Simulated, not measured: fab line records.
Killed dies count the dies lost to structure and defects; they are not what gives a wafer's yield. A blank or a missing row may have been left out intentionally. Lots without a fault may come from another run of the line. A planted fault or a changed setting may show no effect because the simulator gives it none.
Which of the tools did it? || flow nandHarc || Sampling: 24 lots, 72 wafers, 4 of 1159 route steps

## WHAT EACH GAUGE READ, for each wafer
NHARC_P_BONDPAD_THK_MEAS_20: measures by xrf.
{"lot": "L074", "measured": "day 6 07:20", "on": "filmMetro-02", "thkNm (nm)": "163.2 161.7 162.5"}
{"lot": "L075", "measured": "day 6 19:31", "on": "filmMetro-01", "thkNm (nm)": "162.2 160.4 161.1"}
{"lot": "L076", "measured": "day 7 02:21", "on": "filmMetro-02", "thkNm (nm)": "156.3 158.5 159.0"}
{"lot": "L077", "measured": "day 7 07:54", "on": "filmMetro-01", "thkNm (nm)": "163.7 159.5 162.9"}
{"lot": "L078", "measured": "day 7 11:41", "on": "filmMetro-01", "thkNm (nm)": "159.3 158.7 159.0"}
{"lot": "L079", "measured": "day 7 17:39", "on": "filmMetro-01", "thkNm (nm)": "160.4 162.2 162.1"}
{"lot": "L080", "measured": "day 8 04:10", "on": "filmMetro-02", "thkNm (nm)": "160.8 163.1 162.1"}
{"lot": "L082", "measured": "day 8 11:16", "on": "filmMetro-01", "thkNm (nm)": "158.0 159.2 159.7"}
{"lot": "L081", "measured": "day 8 12:06", "on": "filmMetro-01", "thkNm (nm)": "164.2 160.8 158.7"}
{"lot": "L083", "measured": "day 8 12:41", "on": "filmMetro-01", "thkNm (nm)": "160.8 157.2 160.3"}
{"lot": "L085", "measured": "day 8 23:45", "on": "filmMetro-01", "thkNm (nm)": "158.9 158.5 159.7"}
{"lot": "L084", "measured": "day 9 00:05", "on": "filmMetro-02", "thkNm (nm)": "164.0 159.3 160.1"}
{"lot": "L087", "measured": "day 9 13:31", "on": "filmMetro-01", "thkNm (nm)": "160.1 164.5 161.5"}
{"lot": "L086", "measured": "day 9 13:50", "on": "filmMetro-02", "thkNm (nm)": "161.1 158.0 158.8"}
{"lot": "L088", "measured": "day 9 20:19", "on": "filmMetro-01", "thkNm (nm)": "162.4 157.9 160.9"}
{"lot": "L090", "measured": "day 10 02:38", "on": "filmMetro-01", "thkNm (nm)": "163.2 163.2 161.8"}
{"lot": "L089", "measured": "day 10 16:35", "on": "filmMetro-02", "thkNm (nm)": "162.7 161.1 163.2"}
{"lot": "L092", "measured": "day 10 17:52", "on": "filmMetro-01", "thkNm (nm)": "157.0 158.6 157.1"}
{"lot": "L091", "measured": "day 10 20:10", "on": "filmMetro-02", "thkNm (nm)": "159.4 157.7 155.2"}
{"lot": "L093", "measured": "day 11 05:19", "on": "filmMetro-01", "thkNm (nm)": "160.4 160.1 162.2"}
{"lot": "L094", "measured": "day 11 08:07", "on": "filmMetro-02", "thkNm (nm)": "161.8 158.4 159.9"}
{"lot": "L095", "measured": "day 11 17:32", "on": "filmMetro-02", "thkNm (nm)": "161.2 162.1 161.5"}
{"lot": "L096", "measured": "day 11 23:34", "on": "filmMetro-02", "thkNm (nm)": "158.6 158.9 157.2"}
{"lot": "L097", "measured": "day 11 23:53", "on": "filmMetro-01", "thkNm (nm)": "159.5 159.8 158.9"}

NHARC_A_ZERO_WELL_CD_MEAS_10: target cd 2000 nm.
{"lot": "L074", "measured": "day 6 08:53", "on": "cdSem-03", "cdNm (nm)": "2007 2005 2001"}
{"lot": "L075", "measured": "day 6 21:04", "on": "cdSem-03", "cdNm (nm)": "2005 2005 2002"}
{"lot": "L076", "measured": "day 7 03:55", "on": "cdSem-01", "cdNm (nm)": "2004 2008 2004"}
{"lot": "L077", "measured": "day 7 09:26", "on": "cdSem-01", "cdNm (nm)": "2000 1997 2000"}
{"lot": "L078", "measured": "day 7 13:16", "on": "cdSem-02", "cdNm (nm)": "2004 2003 2007"}
{"lot": "L079", "measured": "day 7 19:10", "on": "cdSem-01", "cdNm (nm)": "2006 2006 2005"}
{"lot": "L080", "measured": "day 8 05:34", "on": "cdSem-03", "cdNm (nm)": "1998 1999 2002"}
{"lot": "L082", "measured": "day 8 12:47", "on": "cdSem-01", "cdNm (nm)": "2004 2005 2002"}
{"lot": "L081", "measured": "day 8 13:38", "on": "cdSem-03", "cdNm (nm)": "2004 2007 2004"}
{"lot": "L083", "measured": "day 8 14:13", "on": "cdSem-02", "cdNm (nm)": "2007 2002 2001"}
{"lot": "L085", "measured": "day 9 01:17", "on": "cdSem-03", "cdNm (nm)": "1999 2000 1996"}
{"lot": "L084", "measured": "day 9 01:36", "on": "cdSem-03", "cdNm (nm)": "1997 1998 1999"}
{"lot": "L087", "measured": "day 9 14:55", "on": "cdSem-02", "cdNm (nm)": "2003 1996 1999"}
{"lot": "L086", "measured": "day 9 15:22", "on": "cdSem-01", "cdNm (nm)": "1999 1994 2000"}
{"lot": "L088", "measured": "day 9 21:44", "on": "cdSem-01", "cdNm (nm)": "1999 1995 1999"}
{"lot": "L090", "measured": "day 10 04:03", "on": "cdSem-01", "cdNm (nm)": "2001 1999 1998"}
{"lot": "L089", "measured": "day 10 18:08", "on": "cdSem-03", "cdNm (nm)": "1997 2001 1999"}
{"lot": "L092", "measured": "day 10 19:17", "on": "cdSem-03", "cdNm (nm)": "2008 2005 2005"}
{"lot": "L091", "measured": "day 10 21:34", "on": "cdSem-03", "cdNm (nm)": "2004 2003 2008"}
{"lot": "L093", "measured": "day 11 06:44", "on": "cdSem-02", "cdNm (nm)": "2001 1998 1992"}
{"lot": "L094", "measured": "day 11 09:32", "on": "cdSem-02", "cdNm (nm)": "2004 2001 2004"}
{"lot": "L095", "measured": "day 11 19:04", "on": "cdSem-03", "cdNm (nm)": "2002 2004 2002"}
{"lot": "L096", "measured": "day 12 01:07", "on": "cdSem-01", "cdNm (nm)": "2005 2002 2005"}
{"lot": "L097", "measured": "day 12 01:24", "on": "cdSem-01", "cdNm (nm)": "2006 2005 2007"}

## TOOL THAT RAN EACH LOT (tool first, then ch and the chambers of the sampled wafers, then the start)
{"lot": "L074", "NHARC_P_BONDPAD_DESCUM_11": "rieDiel-08 ch 1,2,3, day 6 04:56", "NHARC_P_BONDPAD_ANNEAL_28": "rtpAnneal-02 ch 0, day 6 06:43"}
{"lot": "L075", "NHARC_P_BONDPAD_DESCUM_11": "rieDiel-04 ch 0,1,3, day 6 17:10", "NHARC_P_BONDPAD_ANNEAL_28": "rtpAnneal-01 ch 0, day 6 18:59"}
{"lot": "L076", "NHARC_P_BONDPAD_DESCUM_11": "rieDiel-08 ch 1,2, day 6 23:55", "NHARC_P_BONDPAD_ANNEAL_28": "rtpAnneal-02 ch 0, day 7 01:41"}
{"lot": "L077", "NHARC_P_BONDPAD_DESCUM_11": "rieDiel-08 ch 2,3, day 7 05:34", "NHARC_P_BONDPAD_ANNEAL_28": "rtpAnneal-01 ch 0, day 7 07:20"}
{"lot": "L078", "NHARC_P_BONDPAD_DESCUM_11": "rieDiel-04 ch 0,1,2, day 7 09:22", "NHARC_P_BONDPAD_ANNEAL_28": "rtpAnneal-01 ch 0, day 7 11:07"}
{"lot": "L079", "NHARC_P_BONDPAD_DESCUM_11": "rieDiel-04 ch 1,2, day 7 15:17", "NHARC_P_BONDPAD_ANNEAL_28": "rtpAnneal-02 ch 0, day 7 16:59"}
{"lot": "L080", "NHARC_P_BONDPAD_DESCUM_11": "rieDiel-04 ch 0,1,2, day 8 01:19", "NHARC_P_BONDPAD_ANNEAL_28": "rtpAnneal-01 ch 0, day 8 03:29"}
{"lot": "L082", "NHARC_P_BONDPAD_DESCUM_11": "rieDiel-04 ch 0,2, day 8 08:47", "NHARC_P_BONDPAD_ANNEAL_28": "rtpAnneal-01 ch 0, day 8 10:41"}
{"lot": "L081", "NHARC_P_BONDPAD_DESCUM_11": "rieDiel-04 ch 0,1, day 8 09:44", "NHARC_P_BONDPAD_ANNEAL_28": "rtpAnneal-01 ch 0, day 8 11:25"}
{"lot": "L083", "NHARC_P_BONDPAD_DESCUM_11": "rieDiel-08 ch 0,2, day 8 10:20", "NHARC_P_BONDPAD_ANNEAL_28": "rtpAnneal-02 ch 0, day 8 12:04"}
{"lot": "L085", "NHARC_P_BONDPAD_DESCUM_11": "rieDiel-04 ch 0,2,3, day 8 21:25", "NHARC_P_BONDPAD_ANNEAL_28": "rtpAnneal-01 ch 0, day 8 23:05"}
{"lot": "L084", "NHARC_P_BONDPAD_DESCUM_11": "rieDiel-05 ch 0,2, day 8 21:42", "NHARC_P_BONDPAD_ANNEAL_28": "rtpAnneal-02 ch 0, day 8 23:26"}
{"lot": "L087", "NHARC_P_BONDPAD_DESCUM_11": "rieDiel-04 ch 0,1,2, day 9 11:11", "NHARC_P_BONDPAD_ANNEAL_28": "rtpAnneal-01 ch 0, day 9 12:51"}
{"lot": "L086", "NHARC_P_BONDPAD_DESCUM_11": "rieDiel-05 ch 0,2, day 9 11:22", "NHARC_P_BONDPAD_ANNEAL_28": "rtpAnneal-01 ch 0, day 9 13:10"}
{"lot": "L088", "NHARC_P_BONDPAD_DESCUM_11": "rieDiel-04 ch 1,2,3, day 9 17:54", "NHARC_P_BONDPAD_ANNEAL_28": "rtpAnneal-02 ch 0, day 9 19:40"}
{"lot": "L090", "NHARC_P_BONDPAD_DESCUM_11": "rieDiel-04 ch 0,3, day 10 00:18", "NHARC_P_BONDPAD_ANNEAL_28": "rtpAnneal-02 ch 0, day 10 02:02"}
{"lot": "L089", "NHARC_P_BONDPAD_DESCUM_11": "rieDiel-04 ch 1,3, day 10 14:13", "NHARC_P_BONDPAD_ANNEAL_28": "rtpAnneal-02 ch 0, day 10 15:56"}
{"lot": "L092", "NHARC_P_BONDPAD_DESCUM_11": "rieDiel-04 ch 0,1, day 10 15:32", "NHARC_P_BONDPAD_ANNEAL_28": "rtpAnneal-02 ch 0, day 10 17:19"}
{"lot": "L091", "NHARC_P_BONDPAD_DESCUM_11": "rieDiel-04 ch 0,2,3, day 10 17:46", "NHARC_P_BONDPAD_ANNEAL_28": "rtpAnneal-01 ch 0, day 10 19:32"}
{"lot": "L093", "NHARC_P_BONDPAD_DESCUM_11": "rieDiel-08 ch 0,1,2, day 11 02:46", "NHARC_P_BONDPAD_ANNEAL_28": "rtpAnneal-01 ch 0, day 11 04:42"}
{"lot": "L094", "NHARC_P_BONDPAD_DESCUM_11": "rieDiel-04 ch 1,2,3, day 11 05:46", "NHARC_P_BONDPAD_ANNEAL_28": "rtpAnneal-02 ch 0, day 11 07:30"}
{"lot": "L095", "NHARC_P_BONDPAD_DESCUM_11": "rieDiel-04 ch 2,3, day 11 15:10", "NHARC_P_BONDPAD_ANNEAL_28": "rtpAnneal-01 ch 0, day 11 16:52"}
{"lot": "L096", "NHARC_P_BONDPAD_DESCUM_11": "rieDiel-05 ch 0,1,3, day 11 21:09", "NHARC_P_BONDPAD_ANNEAL_28": "rtpAnneal-01 ch 0, day 11 23:00"}
{"lot": "L097", "NHARC_P_BONDPAD_DESCUM_11": "rieDiel-04 ch 0,1, day 11 21:19", "NHARC_P_BONDPAD_ANNEAL_28": "rtpAnneal-01 ch 0, day 11 23:13"}
- NHARC_P_BONDPAD_DESCUM_11: chemistry O2, time 3 s.
- NHARC_P_BONDPAD_ANNEAL_28: time 90 s.

## AS READ BY THE TOOLS THEMSELVES (means over the sampled wafers that have a number; for cases with no such wafer, the mark the record gives instead)
NHARC_P_BONDPAD_DESCUM_11.
{"lot": "L074", "tool": "rieDiel-08", "drypumpMotorCurrentA (A)": 5.4, "oesProductAu (a.u.)": 0.994, "rfVppV (V)": 58.0, "showerheadPlenumPTorr (Torr)": 1.81, "throttleValvePct (%)": 11.312}
{"lot": "L075", "tool": "rieDiel-04", "drypumpMotorCurrentA (A)": 5.9, "oesProductAu (a.u.)": 0.998, "rfVppV (V)": 58.5, "showerheadPlenumPTorr (Torr)": 1.99, "throttleValvePct (%)": 11.319}
{"lot": "L076", "tool": "rieDiel-08", "drypumpMotorCurrentA (A)": 5.7, "oesProductAu (a.u.)": 1.008, "rfVppV (V)": 57.4, "showerheadPlenumPTorr (Torr)": 1.82, "throttleValvePct (%)": 11.320}
{"lot": "L077", "tool": "rieDiel-08", "drypumpMotorCurrentA (A)": 5.2, "oesProductAu (a.u.)": 0.992, "rfVppV (V)": 58.5, "showerheadPlenumPTorr (Torr)": 1.80, "throttleValvePct (%)": 11.302}
{"lot": "L078", "tool": "rieDiel-04", "drypumpMotorCurrentA (A)": 5.8, "oesProductAu (a.u.)": 0.992, "rfVppV (V)": 58.2, "showerheadPlenumPTorr (Torr)": 1.99, "throttleValvePct (%)": 11.311}
{"lot": "L079", "tool": "rieDiel-04", "drypumpMotorCurrentA (A)": 5.5, "oesProductAu (a.u.)": 0.990, "rfVppV (V)": 58.2, "showerheadPlenumPTorr (Torr)": 1.95, "throttleValvePct (%)": 11.297}
{"lot": "L080", "tool": "rieDiel-04", "drypumpMotorCurrentA (A)": 5.8, "oesProductAu (a.u.)": 0.994, "rfVppV (V)": 56.5, "showerheadPlenumPTorr (Torr)": 1.99, "throttleValvePct (%)": 11.310}
{"lot": "L082", "tool": "rieDiel-04", "drypumpMotorCurrentA (A)": 5.7, "oesProductAu (a.u.)": 1.003, "rfVppV (V)": 57.8, "showerheadPlenumPTorr (Torr)": 1.99, "throttleValvePct (%)": 11.307}
{"lot": "L081", "tool": "rieDiel-04", "drypumpMotorCurrentA (A)": 5.8, "oesProductAu (a.u.)": 0.995, "rfVppV (V)": 57.5, "showerheadPlenumPTorr (Torr)": 1.99, "throttleValvePct (%)": 11.312}
{"lot": "L083", "tool": "rieDiel-08", "drypumpMotorCurrentA (A)": 5.1, "oesProductAu (a.u.)": 0.988, "rfVppV (V)": 57.8, "showerheadPlenumPTorr (Torr)": 1.83, "throttleValvePct (%)": 11.314}
{"lot": "L085", "tool": "rieDiel-04", "drypumpMotorCurrentA (A)": 5.8, "oesProductAu (a.u.)": 1.009, "rfVppV (V)": 58.7, "showerheadPlenumPTorr (Torr)": 1.99, "throttleValvePct (%)": 11.316}
{"lot": "L084", "tool": "rieDiel-05", "drypumpMotorCurrentA (A)": 5.9, "oesProductAu (a.u.)": 1.000, "rfVppV (V)": 57.9, "showerheadPlenumPTorr (Torr)": 1.87, "throttleValvePct (%)": 11.316}
{"lot": "L087", "tool": "rieDiel-04", "drypumpMotorCurrentA (A)": 5.8, "oesProductAu (a.u.)": 1.002, "rfVppV (V)": 57.9, "showerheadPlenumPTorr (Torr)": 1.99, "throttleValvePct (%)": 11.308}
{"lot": "L086", "tool": "rieDiel-05", "drypumpMotorCurrentA (A)": 5.9, "oesProductAu (a.u.)": 1.008, "rfVppV (V)": 57.8, "showerheadPlenumPTorr (Torr)": 1.86, "throttleValvePct (%)": 11.314}
{"lot": "L088", "tool": "rieDiel-04", "drypumpMotorCurrentA (A)": 5.6, "oesProductAu (a.u.)": 0.982, "rfVppV (V)": 58.0, "showerheadPlenumPTorr (Torr)": 1.95, "throttleValvePct (%)": 11.302}
{"lot": "L090", "tool": "rieDiel-04", "drypumpMotorCurrentA (A)": 5.9, "oesProductAu (a.u.)": 0.992, "rfVppV (V)": 57.1, "showerheadPlenumPTorr (Torr)": 1.99, "throttleValvePct (%)": 11.306}
{"lot": "L089", "tool": "rieDiel-04", "drypumpMotorCurrentA (A)": 5.8, "oesProductAu (a.u.)": 0.983, "rfVppV (V)": 58.3, "showerheadPlenumPTorr (Torr)": 1.95, "throttleValvePct (%)": 11.310}
{"lot": "L092", "tool": "rieDiel-04", "drypumpMotorCurrentA (A)": 6.0, "oesProductAu (a.u.)": 0.990, "rfVppV (V)": 57.3, "showerheadPlenumPTorr (Torr)": 2.02, "throttleValvePct (%)": 11.313}
{"lot": "L091", "tool": "rieDiel-04", "drypumpMotorCurrentA (A)": 5.8, "oesProductAu (a.u.)": 0.996, "rfVppV (V)": 57.8, "showerheadPlenumPTorr (Torr)": 1.99, "throttleValvePct (%)": 11.312}
{"lot": "L093", "tool": "rieDiel-08", "drypumpMotorCurrentA (A)": 5.5, "oesProductAu (a.u.)": 1.004, "rfVppV (V)": 57.3, "showerheadPlenumPTorr (Torr)": 1.82, "throttleValvePct (%)": 11.305}
{"lot": "L094", "tool": "rieDiel-04", "drypumpMotorCurrentA (A)": 5.6, "oesProductAu (a.u.)": 0.987, "rfVppV (V)": 58.3, "showerheadPlenumPTorr (Torr)": 1.95, "throttleValvePct (%)": 11.318}
{"lot": "L095", "tool": "rieDiel-04", "drypumpMotorCurrentA (A)": 5.5, "oesProductAu (a.u.)": 1.007, "rfVppV (V)": 58.2, "showerheadPlenumPTorr (Torr)": 1.95, "throttleValvePct (%)": 11.312}
{"lot": "L096", "tool": "rieDiel-05", "drypumpMotorCurrentA (A)": 5.9, "oesProductAu (a.u.)": 1.002, "rfVppV (V)": 57.4, "showerheadPlenumPTorr (Torr)": 1.90, "throttleValvePct (%)": 11.315}
{"lot": "L097", "tool": "rieDiel-04", "drypumpMotorCurrentA (A)": 5.8, "oesProductAu (a.u.)": 0.988, "rfVppV (V)": 58.5, "showerheadPlenumPTorr (Torr)": 1.98, "throttleValvePct (%)": 11.312}

NHARC_P_BONDPAD_ANNEAL_28.
{"lot": "L074", "tool": "rtpAnneal-02", "wafer_temp_C_max": 225.5}
{"lot": "L075", "tool": "rtpAnneal-01", "wafer_temp_C_max": 226.5}
{"lot": "L076", "tool": "rtpAnneal-02", "wafer_temp_C_max": 225.5}
{"lot": "L077", "tool": "rtpAnneal-01", "wafer_temp_C_max": 226.1}
{"lot": "L078", "tool": "rtpAnneal-01", "wafer_temp_C_max": 226.5}
{"lot": "L079", "tool": "rtpAnneal-02", "wafer_temp_C_max": 225.7}
{"lot": "L080", "tool": "rtpAnneal-01", "wafer_temp_C_max": 226.3}
{"lot": "L082", "tool": "rtpAnneal-01", "wafer_temp_C_max": 226.1}
{"lot": "L081", "tool": "rtpAnneal-01", "wafer_temp_C_max": 226.3}
{"lot": "L083", "tool": "rtpAnneal-02", "wafer_temp_C_max": 225.8}
{"lot": "L085", "tool": "rtpAnneal-01", "wafer_temp_C_max": 226.4}
{"lot": "L084", "tool": "rtpAnneal-02", "wafer_temp_C_max": 225.6}
{"lot": "L087", "tool": "rtpAnneal-01", "wafer_temp_C_max": 226.2}
{"lot": "L086", "tool": "rtpAnneal-01", "wafer_temp_C_max": 226.5}
{"lot": "L088", "tool": "rtpAnneal-02", "wafer_temp_C_max": 225.5}
{"lot": "L090", "tool": "rtpAnneal-02", "wafer_temp_C_max": 225.8}
{"lot": "L089", "tool": "rtpAnneal-02", "wafer_temp_C_max": 225.7}
{"lot": "L092", "tool": "rtpAnneal-02", "wafer_temp_C_max": 225.8}
{"lot": "L091", "tool": "rtpAnneal-01", "wafer_temp_C_max": 226.1}
{"lot": "L093", "tool": "rtpAnneal-01", "wafer_temp_C_max": 226.1}
{"lot": "L094", "tool": "rtpAnneal-02", "wafer_temp_C_max": 225.7}
{"lot": "L095", "tool": "rtpAnneal-01", "wafer_temp_C_max": 226.4}
{"lot": "L096", "tool": "rtpAnneal-01", "wafer_temp_C_max": 226.2}
{"lot": "L097", "tool": "rtpAnneal-01", "wafer_temp_C_max": 226.3}

## THE ANSWER, worked out from the rows above alone
Rule: the lots themselves supply what counts as usual. The widest of any qualifying gaps counts: lots, ordered by their means at a reading, are off when they make up no more than a third of the lots, leave a main group of 4 or more, and stand apart from it by 3 or more times the standard deviation of that group's means. A main group is skipped when, at the precision printed for the reading in the tables above, its means are all equal. Also off: a lot with no number at a reading for which 4 or more lots have one. The other lots that the step has rows for count as sound. Order of review: gauges by route order, followed by the tools' own readings, for which a lot's mean as printed above is used. The first step at which some lot is off is used, and at that step the reading that is off furthest; a lot without a number counts as furthest.
None of the lots is off at any reading shown; this tells nothing.

## WHAT THE SIMULATOR HAD INSERTED
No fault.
